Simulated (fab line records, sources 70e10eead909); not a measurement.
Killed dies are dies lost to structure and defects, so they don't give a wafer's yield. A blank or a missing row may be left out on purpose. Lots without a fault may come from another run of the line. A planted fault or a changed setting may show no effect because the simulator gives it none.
Problem report in the 8D (eight disciplines) form, filled by code | flow nand_harc | the parts of the form that need people (team, actions taken, sign-off) are left out

1. THE PROBLEM
killed_at_array at NHARC_END_SORT_01 reads a mean of 667 on 6 wafers of 2 lots; wafers without a fault read 51 with a standard deviation of 18. That is +34 standard deviations from the usual mean.
First seen on wafer L953.2, day 30 21:21, on prober-01. The record holds 6 wafers of 2 lots with a number at this step. Rule for "out", or "out of limits": more than 4 standard deviations from the usual mean. The other wafers with a number count as sound.

2. WHAT IT IS AND WHAT IT IS NOT
question                    | is                           | is not
which readings at this step | killed_at_array, killed_dies | killed_at_other, killed_open, killed_short
which lots                  | L953, L955                   | -
which wafers of those lots  | all that have a number       | -
read on which gauges        | prober-01, prober-02         | -
when                        | from day 30 21:21            | up to then (0 sound wafers)

3. SUSPECTS, AND WHAT RULES EACH OUT
Counting: a tool at a process step up to the reading stays a suspect if it ran every lot that is out and no sound lot after the first of them.
- the gauge at NHARC_END_SORT_01: ruled out. The wafers that are out were read on 2 gauges (prober-01, prober-02).
- har_cap_etch-02 at NHARC_A_CONTACT_ETCH_129 (etches the open film in C4F8/O2/Ar, time 197 s, target depth 1918 nm): kept. It ran every lot that is out, first L953 (day 28 07:57), and no sound lot after that.
- har_cap_etch-02 at NHARC_A_CONTACT_ETCH_130 (etches the open film in C4F8/O2/Ar, time 197 s, target depth 1918 nm): kept. It ran every lot that is out, first L953 (day 28 08:08), and no sound lot after that.
- har_cap_etch-02 at NHARC_A_CONTACT_ETCH_133 (etches the open film in C4F8/O2/Ar, time 374 s, target depth 1610 nm): kept. It ran every lot that is out, first L953 (day 28 08:43), and no sound lot after that.
Left after counting: har_cap_etch-02 at NHARC_A_CONTACT_ETCH_129, har_cap_etch-02 at NHARC_A_CONTACT_ETCH_130, har_cap_etch-02 at NHARC_A_CONTACT_ETCH_133.

4. THE CAUSE (what the simulator had put in)
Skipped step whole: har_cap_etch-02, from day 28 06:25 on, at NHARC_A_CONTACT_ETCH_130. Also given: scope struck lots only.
Counting left 3 suspects, and this tool is among them.

5. THE CHAIN OF EFFECTS, in route order
Each row: a reading whose mean over the struck wafers that have a number lies more than 3 standard deviations from the usual. Only readings for which the record gives a usual standard deviation are gone through. hours: the time from each lot's start at the first step in this table that gives one to its start at this step, as a median over the lots. sigmas: the change in usual standard deviations.
hours | step              | reading         | usual | on struck wafers | change | sigmas
0     | NHARC_END_SORT_01 | killed_at_array | 51    | 667              | +616   | +34
0     | NHARC_END_SORT_01 | killed_dies     | 55    | 677              | +622   | +33
Readings that are blank on the struck wafers while sound wafers have them: chamber_pressure_mTorr at NHARC_A_CONTACT_ETCH_130; oes_air_line_au at NHARC_A_CONTACT_ETCH_130.

6. WHAT WOULD HAVE CAUGHT IT SOONER
In this record the first reading out of limits at a measuring or inspecting step was taken at day 30 21:21, 63 hours after the fault began at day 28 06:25.
At NHARC_A_CONTACT_ETCH_130 the tool's readings are blank on the struck wafers, where sound wafers have them: an empty tool record is the first sign, and it was there at once.
All the lots that are out (2) had begun NHARC_A_CONTACT_ETCH_130 on har_cap_etch-02 by day 30 21:21. A hold on the tool at that time would have spared none of them.
